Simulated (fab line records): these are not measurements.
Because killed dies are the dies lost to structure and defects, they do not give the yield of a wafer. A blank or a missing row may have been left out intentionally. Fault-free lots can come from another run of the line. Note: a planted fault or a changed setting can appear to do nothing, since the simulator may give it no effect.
fab line records	flow n5Finfet
[record] lots = 4	wafers = 10	lastDay = 16
route steps=1938 shown ILD0@335 SDB@347 BEOL_M4@1111 PASSIVATION@1936
lots that met no fault: taken from a fault-free run of the same line
startH: start of the lot's first displayed wafer, in hours after the record's first day	waitH: hours since the lot's step before	" identical to the entry in the row above	L1.1+2: a row that stands for several wafers	- no value, or no start was given	* or withheld: withheld	< > ~ a bound
route shown NAME@n: names a module that has steps shown in the file, with the first one's number in the route	usual: mean/standard deviation of fault-free wafers	same: alike in all rows	chamber/n: place in a boat	sites: readings site by site	_std_site: how widely they spread, as a standard deviation	_edge_site: mean of outer sites minus mean of inner sites	radiusMm: for every site, how far away it sits from the centre of the wafer	mask NAME#n: copy n	behind: the most recent tool/chamber to have shaped the wafer	hold: reason for holding the lot/hours on hold/outcome of the hold	device: which transistor (n, p or np) failed to switch	end of line: the same wafers' tests at the end of the route	where a step has no rows: the recipe by itself	killed: dies that structure and defects cost at the first sort, which is not the same as the wafer's yield	map: dies across one wafer; x = killed, . = not, _ = none there
set.NAME: the setting that was run; set.NAME@STEP: the one run at that earlier step	model.NAME: the simulator's own value behind a step, which no gauge read
lots at some steps of the route; a table a step, a row a wafer
services: when a tool's chamber went out of use (startH, in hours from the record's first day, below 0 if earlier), for how many hours, and the reason
[[steps]]
[step N5_ILD0_LINER_00]
[recipe] material = SiNx	targetThkA = 40	tempC = 400	aldPrecursorFamily = SiH2I2	aldCoReactant = N2/H2-plasma	pulseTimeS = 1	purgeTimeS = 2	coReactantPurgeTimeS = 2	aldCycles = 80	pressureTorr = 2
[step N5_ILD0_FCVD_FILL_01]
[recipe] material = SiO2_flowable	targetThkA = 2000	tempC = 100	pressureTorr = 0.8	rfW = 2000	timeS = 328.3
[step N5_ILD0_CURE_02]
[recipe] tempC = 450	timeS = 1800	ambient = steam	idleTempC = 400	rampUpCPerMin = 5	rampDownCPerMin = 3	densificationPH2oTorr = 640
[step N5_ILD0_CMP_03]
[recipe] stopOn = SiNx	tOverpolishS = 1.9	postCmpClean = alkalineBrush	downForcePsi = 4.1491	platenRpm = 51.796	padVelocityMS = 1.0306	targetThkNm = 197.38
[step N5_ILD0_CMP_07]
[recipe] stopOn = poly-Si	material = SiO2_flowable	tOverpolishS = 1.18	postCmpClean = alkalineBrush	downForcePsi = 4.1491	platenRpm = 51.796	padVelocityMS = 1.0306	targetThkNm = 138.88
[step N5_ILD0_PRECLEAN_10]
[recipe] chemistry = NF3:NH3	afsCycles = 5	timeS = 20	tempC = 30	sublimationTempC = 180	sublimationTimeS = 60	pressureTorr = 3	rfPowerW = 30
[step N5_ILD0_ALD_15]
[recipe] material = SiNx	targetThkA = 240	tempC = 400	aldPrecursorFamily = SiH2I2	aldCoReactant = N2/H2-plasma	pulseTimeS = 1	aldCycles = 480	purgeTimeS = 2	coReactantPurgeTimeS = 2	pressureTorr = 2
[step N5_ILD0_CMP_12]
[recipe] stopOn = poly-Si	material = SiNx	tOverpolishS = 6	postCmpClean = alkalineBrush	downForcePsi = 2.5	platenRpm = 51.8	padVelocityMS = 1.0307	targetThkNm = 17.67
[step N5_SDB_HM_DEP_00]
[recipe] material = SiNx	targetThkA = 400	tempC = 400	precursor = SiH4/NH3/N2	pressureTorr = 1.5	rfW = 300	timeS = 35.3
[usual] chamberPressureTorr = 1.500/0.0035	heaterPowerW = 784/110	showerheadPlenumPTorr = 5.15/0.072	throttleValvePct = 40.1/1.6
lot.wafer	tool	chamber	startH	waitH	chamberPressureTorr	heaterPowerW	showerheadPlenumPTorr	throttleValvePct	model.SiNx_of_SDB_HM_DEP_00.thkNm
L122.1	pecvd-03	2	76.36	0.0	1.495	902	5.20	38.6	39.4
L122.2	"	0	"	"	1.496	679	5.22	40.4	40
L122.6	"	1	"	"	1.494	671	5.19	41.4	40.8
L133.2	pecvd-03	2	149.70	0.0	1.500	845	5.18	38.5	25.2
L133.3	"	1	"	"	1.507	674	5.16	41.5	40.2
L134.2	pecvd-03	2	153.41	0.0	1.496	813	5.19	38.7	25.4
L134.3	"	1	"	"	1.503	672	5.17	41.3	40
L139.1	pecvd-01	2	179.91	0.0	1.498	766	5.23	37.9	39.8
L139.4	"	2	"	"	1.501	739	5.23	38.0	40.6
L139.6	"	1	"	"	1.498	761	5.12	38.7	40.2
[step N5_SDB_COAT_03]
[recipe] resist = SOC	tempC = 250	timeS = 60	spinRpm = 1500	resistThkNm = 100
[step N5_SDB_COAT_04]
[recipe] resist = SiARC	tempC = 220	timeS = 60	spinRpm = 1500	resistThkNm = 18
[step N5_SDB_COAT_05]
[recipe] resist = CAR-ArF	spinRpm = 1500	resistThkNm = 90
[step N5_SDB_EBR_07]
[recipe] solvent = PGMEA	ebrWidthMm = 1.5
[step N5_SDB_SOFTBAKE_06]
[recipe] tempC = 110	timeS = 60	resist = CAR-ArF
[step N5_SDB_EXPOSE_08]
[recipe] maskId = SDB	na = 1.35	sourceShape = conventional	sigmaOuter = 0.5	polarization = unpolarized	doseMj = 49.6
[step N5_SDB_PEB_09]
[recipe] pebTempC = withheld	pebTimeS = 60	resist = CAR-ArF
[step N5_SDB_DEVELOP_10]
[recipe] developTimeS = 30	developer = TMAH	resist = CAR-ArF	rinseLiquid = diw	dry = airSpin	devTempC = 23
[step N5_SDB_DESCUM_16]
[recipe] chemistry = O2	timeS = 7.9	sourcePowerW = 50	biasPowerW = 20	pressureMtorr = 20	rfFrequencyHz = 2.712e+07	tempC = 40	resist = CAR-ArF	o2FlowSccm = 225
[step N5_SDB_ETCH_17]
[recipe] chemistry = CF4	target = SiARC	targetDepthA = 234	maskMaterial = CAR-ArF	timeS = 39	ionEnergyEv = 80	pressureMtorr = 40	sourceW = 545	biasW = 36	Ar_flow_sccm = 100	cf4FlowSccm = 100	ends = cleared
[step N5_SDB_ETCH_18]
[recipe] chemistry = N2/H2	target = SOC	targetDepthA = 1000	overetchA = 200	maskMaterial = SiARC	tempC = 40	timeS = 150	ionEnergyEv = 200	pressureMtorr = 30	sourceW = 840	biasW = 150	n2FlowSccm = 200	h2FlowSccm = 200
[step N5_SDB_STRIP_19]
[recipe] chemistry = N2/H2	tempC = 40	n2FlowSccm = 200	h2FlowSccm = 200	rfFrequencyHz = 6e+07
[step N5_SDB_STRIP_21]
[recipe] chemistry = CF4	resist = SiARC	powerW = 300	biasPowerW = 75	pressureMtorr = 50	cf4FlowSccm = 150	rfFrequencyHz = 6e+07
[step N5_SDB_HM_OPEN_20]
[recipe] chemistry = CH3F/O2	target = SiNx	maskMaterial = SOC	targetDepthA = 240	stopOn = poly-Si	overEtchFrac = 0.4	ionEnergyEv = 120	pressureMtorr = 30	sourceW = 395	biasW = 73	Ar_flow_sccm = 150	CH3F_flow_sccm = 30	O2_flow_sccm = 20
[usual] biasW = 73.00/0.22	drypumpMotorCurrentA = 5.5/0.45	mfcArSccm = 149.9/0.48	oesProductAu = 0.67/0.092	rfVppV = 297/6.8	showerheadPlenumPTorr = 2.00/0.05	throttleValvePct = 16.37/0.26
[same] overEtchFrac = 0.4
lot.wafer	tool	chamber	startH	waitH	biasW	drypumpMotorCurrentA	mfcArSccm	oesProductAu	rfHoursCounterH	rfVppV	showerheadPlenumPTorr	throttleValvePct	model.etch.depthNm
L122.1	rieDiel-06	1	77.12	0.0	72.53	5.9	149.2	0.58	191	294	1.99	16.68	23.38
L122.2	"	0	"	"	73.30	5.3	150.7	0.80	2	288	2.06	15.98	24.08
L122.6	"	2	"	"	72.76	4.7	149.7	0.59	-	290	1.97	16.56	24.78
L133.2	rieDiel-06	3	150.53	0.0	72.83	4.8	149.4	0.39	197	294	2.09	16.69	9.231
L133.3	"	0	"	"	72.98	5.2	149.7	0.75	23	288	2.06	16.04	24.26
L134.2	rieDiel-05	1	154.19	0.0	73.06	5.0	149.9	0.48	25	306	2.03	16.10	9.429
L134.3	"	2	"	"	72.65	4.9	149.1	0.60	158	282	1.92	16.45	24.05
L139.1	rieDiel-06	3	180.81	0.0	72.88	4.8	150.6	0.57	211	293	2.09	16.76	23.86
L139.4	"	1	"	"	72.95	5.9	149.5	0.57	-	294	1.98	16.74	24.65
L139.6	"	3	"	"	73.04	4.8	150.7	0.57	-	293	2.09	16.74	24.15
[step N5_SDB_STRIP_22]
[recipe] chemistry = N2/H2	powerW = 1000	tempC = 250	h2Frac = 0.65	overashFraction = 0.3	pressureMtorr = withheld	n2FlowSccm = 1750	h2FlowSccm = 3250
[step N5_SDB_PRECLEAN_23]
[recipe] chemistry = dHF	timeS = 30	tempC = 25	dilution = withheld
[step N5_SDB_DUMMY_REMOVE_24]
[recipe] chemistry = TMAH	tempC = 70	target = poly-Si	stopOn = SiO2	targetDepthNm = 142	concWtPct = 5	timeS = 57	dry = ipaMarangoni	rinseTimeS = 30	rinseTempC = 23
[step N5_SDB_ETCH_25]
[recipe] chemistry = C4F6/O2	target = SiO2	targetDepthA = 100	timeS = 3.3	ionEnergyEv = 250	maskMaterial = SiNx	pressureMtorr = 30	sourceW = 345	biasW = 185	Ar_flow_sccm = 300	C4F6_flow_sccm = 10	O2_flow_sccm = 10
[step N5_SDB_CUT_ETCH_26]
[recipe] chemistry = HBr/Cl2/O2	target = Si	targetDepthA = 1296	btTimeS = 20	maskMaterial = SiNx	timeS = 51.8	ionEnergyEv = *	biasW = *	pressureMtorr = 10	icpW = 800	HBr_flow_sccm = 150	Cl2_flow_sccm = 80	O2_flow_sccm = 12
[step N5_SDB_PRECLEAN_38]
[recipe] chemistry = dHF	timeS = 10	dilution = 750:1	tempC = 25
lot.wafer	tool	chamber	startH	waitH	model.SiNx_of_SDB_HM_DEP_00.thkNm
L122.1	wetBench-02	0	77.62	0.1	21.6
L122.2	"	7	"	"	21.4
L122.6	"	3	"	"	23
L133.2	wetBench-03	7	151.30	0.1	7.2
L133.3	"	4	"	"	21.8
L134.2	wetBench-02	2	154.69	0.1	8.2
L134.3	"	1	"	"	22.2
L139.1	wetBench-02	6	181.78	0.1	21
L139.4	"	5	"	"	21.8
L139.6	"	4	"	"	21.4
[step N5_SDB_PRECLEAN_39]
[recipe] chemistry = O3/DIW	timeS = 45	tempC = 22	o3Ppm = 10
[step N5_BEOL_M4_RC_MEAS_101]
[usual] DIBL_N = 36.9/2.1	DIBL_P = 37.1/2.5	IOFF_N = 0.17/0.039	IOFF_P = 0.23/0.043	ION_N = 673/15	ION_P = 462/9.1	SS_N = 71.8/0.69	SS_P = 73.6/0.74	VT_N = 250/3.6	VT_P = -249.7/2.9
lot.wafer	tool	chamber	startH	waitH	DIBL_N[mV/V]	DIBL_P[mV/V]	IOFF_N[nA/um]	IOFF_P[nA/um]	ION_N[uA/um]	ION_P[uA/um]	SS_N[mV/dec]	SS_P[mV/dec]	VT_N[mV]	VT_P[mV]
L122.1	prober-02	0	180.91	0.0	36.0	36.5	0.17	0.22	672	467	72.1	72.5	250	-250.1
L122.2	"	0	"	"	34.6	35.6	0.14	0.20	663	459	71.0	72.8	253	-251.5
L122.6	"	0	"	"	36.7	38.2	0.17	0.23	665	460	72.5	73.6	250	-249.4
L133.2	prober-01	0	251.01	0.2	37.1	36.0	0.14	0.19	666	459	71.9	73.2	257	-253.7
L133.3	"	0	"	"	38.0	38.7	0.16	0.25	665	465	72.0	74.2	252	-249.0
L134.2	prober-01	0	257.65	0.2	39.9	40.1	0.20	0.27	669	458	72.0	74.2	249	-248.6
L134.3	"	0	"	"	35.8	35.0	0.14	0.19	671	467	70.7	73.1	253	-252.3
L139.1	prober-01	0	283.97	0.0	37.0	35.9	0.18	0.20	680	461	72.4	73.5	249	-250.5
L139.4	"	0	"	"	37.0	38.2	0.19	0.25	680	463	71.8	74.2	246	-246.9
L139.6	"	0	"	"	39.0	40.5	0.22	0.28	679	463	72.7	74.5	246	-246.6
[step N5_PASSIVATION_PROBE_49]
[usual] defectLimitedYield = 91.3/1.4	killed_at_M0_to_M3 = 32/9.5	killed_at_M4_up = 14/5.2	killedAtContacts = 13/5.7	killedAtFrontEnd = 41/12	killedAtOther = 3.5/2.6	killedDies = 103/17	killedOpen = 68/14	killedShort = 32/7	sort_bin_5_function = 5.0/0.91	sort_bin_6_memory = 3.3/0.7	sortNPass = 1076/17	sortYieldPct = 91.2/1.4
[same] grossDies = 1180	killedAtBackSide = 0	sort_bin_4_leakage[%] = 0	sort_bin_8_speed[%] = 0
lot.wafer	tool	chamber	startH	waitH	defectLimitedYield[%]	killed_at_M0_to_M3	killed_at_M4_up	killedAtContacts	killedAtFrontEnd	killedAtOther	killedDies	killedOpen	killedShort	sort_bin_5_function[%]	sort_bin_6_memory[%]	sortNPass	sortYieldPct[%]
L133.2	prober-01	-	355.56	0.1	91.2	42	10	15	36	1	104	63	41	5.1	3.4	1076	91.2
// killed by level:class
L133.2 MOL_CONTACT_COAG:geometricParticle:open=9 STI_FIN_REVEAL:geometricParticle:open=9 BEOL_M2:geometricParticle:open=9 BEOL_M3:geometricParticle:open=8 BEOL_M3:geometricParticle:short=7 FIN_SAQP:geometricParticle:open=6 FIN_SAQP:geometricParticle:short=6 MOL_CONTACT_COAG:geometricParticle:short=6
[[services]]
tool	chamber	startH	hours	kind
wetBench-03	-	67.16	4.4	pm
rieDiel-05	1	69.95	-	clean
rieDiel-05	1	69.95	-	consumableReplace:focusRing
pecvd-03	0	91.11	2.1	scheduledDown
pecvd-01	1	99.56	51.8	repair
rieDiel-06	0	100.78	9.1	repair
rieDiel-06	-	119.48	4.4	repair
pecvd-03	0	121.53	5.5	scheduledDown
rieDiel-06	0	124.63	1.7	repair
pecvd-03	0	147.55	3.9	repair
rieDiel-06	2	168.19	-	clean
rieDiel-06	2	168.19	-	consumableReplace:focusRing
rieDiel-06	2	168.19	20.0	scheduledDown
rieDiel-06	2	168.19	20.0	ventCycle
[[key]]
firstSign none at tools or gauges
[modelEffect] step = N5_SDB_HM_DEP_00	value = SiNx_of_SDB_HM_DEP_00.thkNm	without = 39.1	struck = 25.3
[modelEffect] step = N5_SDB_HM_OPEN_20	value = etch.depthNm	without = 23.09	struck = 9.33
[modelEffect] step = N5_SDB_PRECLEAN_38	value = SiNx_of_SDB_HM_DEP_00.thkNm	without = 21.5	struck = 7.7
metAt N5_SDB_HM_DEP_00
struckWafers L133.2,L134.2
onsetBetween 76.36 149.70
[fault] kind = processParameterDrift	tool = pecvd-03	chamber = -	onsetH = 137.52	steps = N5_SDB_HM_DEP_00	channel = timeS	offset = *	shape = step	endH = 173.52	scope = struckWafersOnly	actsIn = *	stated = *
